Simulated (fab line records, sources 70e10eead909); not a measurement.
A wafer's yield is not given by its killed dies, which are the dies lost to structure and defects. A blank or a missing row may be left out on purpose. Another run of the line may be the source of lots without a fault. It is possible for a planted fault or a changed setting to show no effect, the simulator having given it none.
Which tool did it?	flow nand harc	Sampling: 22 lots, 66 wafers, 6 of 1302 route steps

== WHAT THE GAUGES READ, wafer by wafer ==
No reading from a measuring or inspecting step in the record can be judged against a usual standard deviation.

== WHAT TOOL EACH LOT RAN ON (gives the tool, then ch and the chambers of the sampled wafers, and finally the start) ==
lot	NHARC_A_CHANNEL_FILL_D2_RTA_24	NHARC_A_STAIRCASE_TRIM_18	NHARC_A_STAIRCASE_ETCH_21	NHARC_A_STAIRCASE_ETCH_23	NHARC_A_STAIRCASE_TRIM_26	NHARC_A_STAIRCASE_DESCUM_186
L075	rtp anneal-02 ch 0, day 15 21:41	rie diel-09 ch 1,2,3, day 16 05:26 or earlier	rie diel-09 ch 1,2,3, day 16 05:26 or earlier	rie diel-09 ch 2,3, day 16 05:26 or earlier	rie diel-09 ch 1,2, day 16 05:26 or earlier	rie diel-05 ch 0,1,2, day 16 05:26
L074	rtp anneal-01 ch 0, day 15 21:43	rie diel-01 ch 0,1,2, day 16 05:16 or earlier	rie diel-01 ch 2,3, day 16 05:16 or earlier	rie diel-01 ch 0,3, day 16 05:16 or earlier	rie diel-01 ch 1,2,3, day 16 05:16 or earlier	rie diel-09 ch 1,2,3, day 16 05:16
L076	rtp anneal-02 ch 0, day 16 18:02	rie diel-05 ch 0,2, day 17 05:37 or earlier	rie diel-09 ch 1,2,3, day 17 05:37 or earlier	rie diel-09 ch 1,2, day 17 05:37 or earlier	rie diel-09 ch 2,3, day 17 05:37 or earlier	rie diel-05 ch 0,1,2, day 17 05:37
L077	rtp anneal-02 ch 0, day 16 18:12	rie diel-05 ch 2,3, day 17 02:02 or earlier	rie diel-05 ch 1,2, day 17 02:02 or earlier	rie diel-05 ch 0,1,3, day 17 02:02 or earlier	rie diel-05 ch 0,3, day 17 02:02 or earlier	rie diel-09 ch 1,3, day 17 02:02
L078	rtp anneal-02 ch 0, day 16 21:43	rie diel-09 ch 1,2,3, day 17 09:14 or earlier	rie diel-05 ch 1,2, day 17 09:14 or earlier	rie diel-05 ch 0,2,3, day 17 09:14 or earlier	rie diel-05 ch 0,2,3, day 17 09:14 or earlier	rie diel-05 ch 2,3, day 17 09:14
L079	rtp anneal-01 ch 0, day 17 20:20	rie diel-09 ch 0,2,3, day 18 03:29 or earlier	rie diel-09 ch 1,2,3, day 18 03:29 or earlier	rie diel-09 ch 1,3, day 18 03:29 or earlier	rie diel-09 ch 1,2, day 18 03:29 or earlier	rie diel-09 ch 0,2, day 18 03:29
L080	rtp anneal-02 ch 0, day 17 20:23	rie diel-09 ch 0,2,3, day 18 01:04 or earlier	rie diel-01 ch 1,3, day 18 01:04	rie diel-01 ch 1, day 18 02:14	rie diel-01 ch 1, day 18 07:44	rie diel-05 ch 2,3, day 18 10:19
L081	rtp anneal-02 ch 0, day 18 05:17	rie diel-05 ch 0,2,3, day 18 12:40 or earlier	rie diel-05 ch 1,2,3, day 18 12:40 or earlier	rie diel-05 ch 0,1, day 18 12:40 or earlier	rie diel-05 ch 1,2,3, day 18 12:40 or earlier	rie diel-05 ch 0,1,3, day 18 12:40
L083	rtp anneal-02 ch 0, day 18 18:05	rie diel-09 ch 0,1,2, day 19 02:05 or earlier	rie diel-05 ch 1,3, day 19 02:05 or earlier	rie diel-05 ch 2,3, day 19 02:05 or earlier	rie diel-05 ch 0,3, day 19 02:05 or earlier	rie diel-05 ch 0,1,2, day 19 02:05
L082	rtp anneal-01 ch 0, day 18 21:50	rie diel-09 ch 0,2,3, day 19 03:49 or earlier	rie diel-01 ch 0,1,2, day 19 03:49	rie diel-01 ch 1,2, day 19 06:47 or earlier	rie diel-01 ch 1,2, day 19 06:47 or earlier	rie diel-09 ch 0,3, day 19 06:47
L085	rtp anneal-02 ch 0, day 19 21:38	rie diel-09 ch 0,2, day 20 08:31 or earlier	rie diel-09 ch 0,3, day 20 08:31 or earlier	rie diel-09 ch 2,3, day 20 08:31 or earlier	rie diel-09 ch 0,2,3, day 20 08:31 or earlier	rie diel-05 ch 0,1,2, day 20 08:31
L084	rtp anneal-01 ch 0, day 19 21:41	rie diel-05 ch 0,1, day 20 05:31 or earlier	rie diel-05 ch 1,2, day 20 05:31 or earlier	rie diel-05 ch 0,3, day 20 05:31 or earlier	rie diel-05 ch 1,2,3, day 20 05:31 or earlier	rie diel-01 ch 1,2,3, day 20 05:31
L086	rtp anneal-01 ch 0, day 20 17:27	rie diel-01 ch 0,3, day 21 00:08 or earlier	rie diel-09 ch 0,2,3, day 21 00:08 or earlier	rie diel-09 ch 0,2,3, day 21 00:08 or earlier	rie diel-09 ch 1,2,3, day 21 00:08 or earlier	rie diel-09 ch 2,3, day 21 00:08
L087	rtp anneal-02 ch 0, day 21 05:20	rie diel-01 ch 0,2,3, day 21 12:08 or earlier	rie diel-09 ch 1,2,3, day 21 12:08 or earlier	rie diel-09 ch 0,1,2, day 21 12:08 or earlier	rie diel-09 ch 1,2,3, day 21 12:08 or earlier	rie diel-01 ch 0,1,3, day 21 12:08
L089	rtp anneal-01 ch 0, day 21 16:27	rie diel-05 ch 1,2,3, day 21 23:30 or earlier	rie diel-05 ch 0,1,2, day 21 23:30 or earlier	rie diel-05 ch 0,1,2, day 21 23:30 or earlier	rie diel-05 ch 0,1,3, day 21 23:30 or earlier	rie diel-01 ch 1,2, day 21 23:30
L088	rtp anneal-02 ch 0, day 22 03:54	rie diel-09 ch 0,1,3, day 22 11:17 or earlier	rie diel-05 ch 1,2,3, day 22 11:17 or earlier	rie diel-05 ch 0,1,2, day 22 11:17 or earlier	rie diel-05 ch 0,2,3, day 22 11:17 or earlier	rie diel-09 ch 0,1,2, day 22 11:17
L092	rtp anneal-01 ch 0, day 23 02:32	rie diel-01 ch 1,2,3, day 23 09:11 or earlier	rie diel-09 ch 0,1,2, day 23 09:11 or earlier	rie diel-09 ch 0,2, day 23 09:11 or earlier	rie diel-09 ch 0,3, day 23 09:11 or earlier	rie diel-05 ch 1,2,3, day 23 09:11
L093	rtp anneal-02 ch 0, day 23 12:10	rie diel-09 ch 0,2,3, day 23 18:53 or earlier	rie diel-09 ch 0,1,2, day 23 18:53 or earlier	rie diel-09 ch 0,1,2, day 23 18:53 or earlier	rie diel-09 ch 0,1,3, day 23 18:53 or earlier	rie diel-05 ch 0,1,3, day 23 18:53
L095	rtp anneal-02 ch 0, day 23 18:04	rie diel-09 ch 0,1, day 24 00:53 or earlier	rie diel-09 ch 0,1,3, day 24 00:53 or earlier	rie diel-09 ch 2,3, day 24 00:53 or earlier	rie diel-09 ch 0,1,2, day 24 00:53 or earlier	rie diel-09 ch 0,3, day 24 00:53
L094	rtp anneal-02 ch 0, day 23 21:02	rie diel-09 ch 0,1, day 24 03:56 or earlier	rie diel-01 ch 2,3, day 24 03:56 or earlier	rie diel-01 ch 0,2, day 24 03:56 or earlier	rie diel-01 ch 1,2,3, day 24 03:56 or earlier	rie diel-01 ch 1,2, day 24 03:56
L096	rtp anneal-02 ch 0, day 24 07:56	rie diel-05 ch 1,3, day 24 15:08 or earlier	rie diel-09 ch 2,3, day 24 15:08 or earlier	rie diel-09 ch 0,1, day 24 15:08 or earlier	rie diel-09 ch 2,3, day 24 15:08 or earlier	rie diel-09 ch 2,3, day 24 15:08
L097	rtp anneal-02 ch 0, day 25 04:55	rie diel-09 ch 1,2,3, day 25 13:46 or earlier	rie diel-09 ch 0,1,3, day 25 13:46 or earlier	rie diel-09 ch 0,1,2, day 25 13:46 or earlier	rie diel-09 ch 0,1,3, day 25 13:46 or earlier	rie diel-09 ch 0,1,3, day 25 13:46
- NHARC_A_CHANNEL_FILL_D2_RTA_24: time 5 s.
- NHARC_A_STAIRCASE_TRIM_18: chemistry O2, time 211.2 s.
- NHARC_A_STAIRCASE_ETCH_21: etches the open film in C4F8/O2, target depth 100 nm, time 40.5 s.
- NHARC_A_STAIRCASE_ETCH_23: etches the open film in C4F8/O2, target depth 100 nm, time 40.5 s.
- NHARC_A_STAIRCASE_TRIM_26: chemistry O2, time 211.2 s.
- NHARC_A_STAIRCASE_DESCUM_186: chemistry O2, time 3 s.

== AS READ BY THE TOOLS THEMSELVES (means over the sampled wafers that have a number; for cases with no such wafer, the mark the record gives instead) ==
NHARC_A_CHANNEL_FILL_D2_RTA_24. Usual: anneal temp c max 1003.3, standard deviation 0.67; lamp power pct 30.7 %, standard deviation 1.4; lamp_zone_5_pct 30.7 %, standard deviation 1.4; wafer_temp_C_max 1004.0, standard deviation 0.96.
lot	tool	anneal temp c max	lamp power pct (%)	lamp_zone_5_pct (%)	wafer_temp_C_max	flag
L075	rtp anneal-02	1002.8	31.6	31.6	1003.7	
L074	rtp anneal-01	1002.9	28.6	28.5	1004.0	
L076	rtp anneal-02	1004.2	31.7	31.7	1005.0	
L077	rtp anneal-02	1003.3	31.6	31.7	1004.6	
L078	rtp anneal-02	1003.6	31.7	31.7	1004.5	
L079	rtp anneal-01	1003.5	28.5	28.5	1003.0	
L080	rtp anneal-02	1002.9	31.7	31.7	1003.0	
L081	rtp anneal-02	1004.0	31.7	31.7	1004.4	
L083	rtp anneal-02	1003.0	31.6	31.6	1005.5	
L082	rtp anneal-01	1003.8	28.5	28.5	1003.3	
L085	rtp anneal-02	1003.7	31.7	31.6	1004.7	
L084	rtp anneal-01	1003.2	28.5	28.5	1003.3	
L086	rtp anneal-01	1003.7	28.5	28.5	1004.6	
L087	rtp anneal-02	1003.5	31.7	31.6	1004.5	
L089	rtp anneal-01	1002.8	28.5	28.5	1003.7	
L088	rtp anneal-02	1003.1	31.6	31.7	1003.2	
L092	rtp anneal-01	1002.8	28.5	28.5	1002.4	
L093	rtp anneal-02	1003.4	31.7	31.6	1004.2	
L095	rtp anneal-02	1003.6	31.7	31.6	1004.1	
L094	rtp anneal-02	1003.0	31.7	31.7	1004.7	
L096	rtp anneal-02	1003.3	31.6	31.6	1004.2	
L097	rtp anneal-02	1004.5	31.6	31.6	1004.4	

NHARC_A_STAIRCASE_TRIM_18. Usual: drypump motor current A 5.8 A, standard deviation 0.42; oes product au 1.005 a.u., standard deviation 0.011; rf vpp V 57.9 V, standard deviation 0.85; showerhead plenum p Torr 3.60 Torr, standard deviation 0.12; throttle valve pct 17.038 %, standard deviation 0.009.
lot	tool	drypump motor current A (A)	oes product au (a.u.)	rf vpp V (V)	showerhead plenum p Torr (Torr)	throttle valve pct (%)	flag
L075	rie diel-09	6.2	1.004	57.3	3.67	17.039	
L074	rie diel-01	5.9	0.985	57.0	3.39	17.036	
L076	rie diel-05	5.3	1.003	58.5	3.59	17.035	
L077	rie diel-05	5.4	1.003	58.3	3.72	17.036	
L078	rie diel-09	6.1	1.003	58.2	3.66	17.041	
L079	rie diel-09	6.1	1.007	58.0	3.66	17.025	
L080	rie diel-09	6.1	1.004	58.3	3.66	17.036	
L081	rie diel-05	5.4	1.002	58.5	3.65	17.034	
L083	rie diel-09	6.0	1.005	57.9	3.61	17.032	
L082	rie diel-09	6.1	1.007	58.0	3.65	17.039	
L085	rie diel-09	6.1	1.007	58.4	3.59	17.042	
L084	rie diel-05	5.5	1.015	57.4	3.68	17.036	
L086	rie diel-01	5.9	0.997	57.1	3.49	17.035	
L087	rie diel-01	6.1	1.005	57.7	3.41	17.040	
L089	rie diel-05	5.6	1.008	58.1	3.69	17.037	
L088	rie diel-09	6.0	1.010	57.4	3.66	17.053	
L092	rie diel-01	5.8	0.995	57.2	3.44	17.037	
L093	rie diel-09	6.2	1.025	57.9	3.63	17.038	
L095	rie diel-09	5.9	1.012	57.9	3.62	17.033	
L094	rie diel-09	5.9	1.010	58.1	3.61	17.033	
L096	rie diel-05	5.6	1.001	58.8	3.72	17.041	
L097	rie diel-09	6.2	1.003	58.2	3.63	17.044	

NHARC_A_STAIRCASE_ETCH_21. Usual: bias w 1000.0 W, standard deviation 2.8; oes product au 0.950 a.u., standard deviation 0.017; rf vpp V 899 V, standard deviation 4.4.
lot	tool	bias w (W)	oes product au (a.u.)	rf vpp V (V)	flag
L075	rie diel-09	1001.8	0.955	901	
L074	rie diel-01	997.4	0.932	894	
L076	rie diel-09	1001.1	0.948	901	
L077	rie diel-05	1001.3	0.961	902	
L078	rie diel-05	999.6	0.925	902	
L079	rie diel-09	1001.1	0.960	900	
L080	rie diel-01	1001.5	0.926	896	
L081	rie diel-05	999.4	0.946	903	
L083	rie diel-05	998.7	0.950	904	
L082	rie diel-01	1000.1	0.953	890	
L085	rie diel-09	1002.0	0.945	902	
L084	rie diel-05	1002.1	0.946	902	
L086	rie diel-09	998.2	0.934	900	
L087	rie diel-09	1001.3	0.963	900	
L089	rie diel-05	998.9	0.958	900	
L088	rie diel-05	1000.0	0.952	902	
L092	rie diel-09	998.0	0.974	898	
L093	rie diel-09	1000.0	0.958	898	
L095	rie diel-09	995.0	0.955	901	
L094	rie diel-01	1001.2	0.944	892	
L096	rie diel-09	1002.5	0.978	898	
L097	rie diel-09	999.4	0.945	900	

NHARC_A_STAIRCASE_ETCH_23. Usual: bias w 1000 W, standard deviation 3; oes product au 0.945 a.u., standard deviation 0.015; rf vpp V 899 V, standard deviation 4.4.
lot	tool	bias w (W)	oes product au (a.u.)	rf vpp V (V)	flag
L075	rie diel-09	999	0.951	903	
L074	rie diel-01	1000	0.942	896	
L076	rie diel-09	1000	0.949	899	
L077	rie diel-05	999	0.938	902	
L078	rie diel-05	998	0.937	901	
L079	rie diel-09	998	0.943	903	
L080	rie diel-01	1000	0.919	894	
L081	rie diel-05	999	0.940	900	
L083	rie diel-05	998	0.943	902	
L082	rie diel-01	1002	0.921	892	
L085	rie diel-09	998	0.946	902	
L084	rie diel-05	998	0.942	899	
L086	rie diel-09	1001	0.935	900	
L087	rie diel-09	1000	0.946	899	
L089	rie diel-05	996	0.957	900	
L088	rie diel-05	1001	0.932	898	
L092	rie diel-09	1004	0.968	898	
L093	rie diel-09	999	0.960	898	
L095	rie diel-09	1001	0.958	899	
L094	rie diel-01	1000	0.945	888	
L096	rie diel-09	999	0.967	899	
L097	rie diel-09	1002	0.952	898	

NHARC_A_STAIRCASE_TRIM_26. Usual: drypump motor current A 5.8 A, standard deviation 0.45; oes product au 1.002 a.u., standard deviation 0.01; rf vpp V 58.0 V, standard deviation 0.86; showerhead plenum p Torr 3.60 Torr, standard deviation 0.12; throttle valve pct 17.036 %, standard deviation 0.0088.
lot	tool	drypump motor current A (A)	oes product au (a.u.)	rf vpp V (V)	showerhead plenum p Torr (Torr)	throttle valve pct (%)	flag
L075	rie diel-09	6.0	1.004	58.2	3.63	17.032	
L074	rie diel-01	5.8	0.982	57.9	3.46	17.044	
L076	rie diel-09	6.3	1.007	57.5	3.64	17.035	
L077	rie diel-05	5.1	0.997	58.0	3.71	17.038	
L078	rie diel-05	5.4	1.006	58.9	3.65	17.035	
L079	rie diel-09	6.0	1.001	57.4	3.62	17.038	
L080	rie diel-01	5.2	0.994	57.9	3.46	17.043	
L081	rie diel-05	5.6	1.000	58.0	3.70	17.040	
L083	rie diel-05	5.1	1.003	58.5	3.64	17.033	
L082	rie diel-01	6.0	0.990	57.5	3.38	17.031	
L085	rie diel-09	6.1	1.010	57.9	3.65	17.035	
L084	rie diel-05	5.6	0.997	58.8	3.69	17.041	
L086	rie diel-09	6.2	0.999	58.2	3.65	17.037	
L087	rie diel-09	6.2	1.000	58.4	3.65	17.039	
L089	rie diel-05	5.3	1.001	58.3	3.68	17.039	
L088	rie diel-05	5.4	0.998	57.2	3.63	17.037	
L092	rie diel-09	5.9	1.014	58.4	3.65	17.031	
L093	rie diel-09	6.0	1.006	59.1	3.66	17.029	
L095	rie diel-09	5.9	1.017	57.8	3.59	17.031	
L094	rie diel-01	5.8	0.992	57.3	3.43	17.035	
L096	rie diel-09	6.3	1.013	57.8	3.61	17.038	
L097	rie diel-09	6.0	1.008	58.4	3.65	17.034	

NHARC_A_STAIRCASE_DESCUM_186. Usual: drypump motor current A 5.8 A, standard deviation 0.45; oes product au 1.003 a.u., standard deviation 0.011; rf vpp V 57.9 V, standard deviation 0.88; showerhead plenum p Torr 1.96 Torr, standard deviation 0.072; throttle valve pct 11.311 %, standard deviation 0.0084.
lot	tool	drypump motor current A (A)	oes product au (a.u.)	rf vpp V (V)	showerhead plenum p Torr (Torr)	throttle valve pct (%)	flag
L075	rie diel-05	5.6	1.002	58.4	1.98	11.316	
L074	rie diel-09	6.2	1.012	57.5	2.00	11.317	
L076	rie diel-05	5.6	1.013	58.5	1.98	11.321	
L077	rie diel-09	6.2	1.006	57.9	2.03	11.315	
L078	rie diel-05	5.4	0.997	58.4	2.03	11.308	
L079	rie diel-09	5.9	0.999	57.8	1.96	11.321	
L080	rie diel-05	5.7	1.005	58.0	1.99	11.298	
L081	rie diel-05	5.3	1.000	58.3	2.01	11.315	
L083	rie diel-05	5.6	1.012	56.7	1.98	11.323	
L082	rie diel-09	6.2	1.002	57.7	2.02	11.312	
L085	rie diel-05	5.6	1.007	57.9	1.97	11.304	
L084	rie diel-01	5.8	0.984	57.8	1.87	11.296	
L086	rie diel-09	6.2	1.004	58.7	1.97	11.315	
L087	rie diel-01	5.7	1.000	57.1	1.87	11.309	
L089	rie diel-01	6.0	0.984	56.9	1.82	11.313	
L088	rie diel-09	5.9	1.011	58.0	1.95	11.319	
L092	rie diel-05	5.6	0.999	58.8	2.00	11.306	
L093	rie diel-05	5.3	1.000	57.4	2.00	11.309	
L095	rie diel-09	6.2	1.012	57.7	2.01	11.313	
L094	rie diel-01	6.0	0.988	56.7	1.81	11.305	
L096	rie diel-09	6.3	1.002	57.6	2.00	11.311	
L097	rie diel-09	6.0	1.008	58.2	1.98	11.312	

== THE ANSWER, worked out from the rows above alone ==
Rule: lot off if the mean of its wafers having a number is beyond 3 standard deviations from the usual mean. Also off: a lot with no number at a reading for which 4 or more lots have one. Where the step has rows for the other lots, those lots are counted as sound. Order of review: gauges by route order, followed by the tools' own readings, for which a lot's mean as printed above is used. At the first step where some lot is off, the reading lying furthest off is the one used; lots without a number count as furthest.
Across all readings shown, no lot is off: no conclusion can be drawn from this.

== WHAT THE SIMULATOR HAD PUT IN ==
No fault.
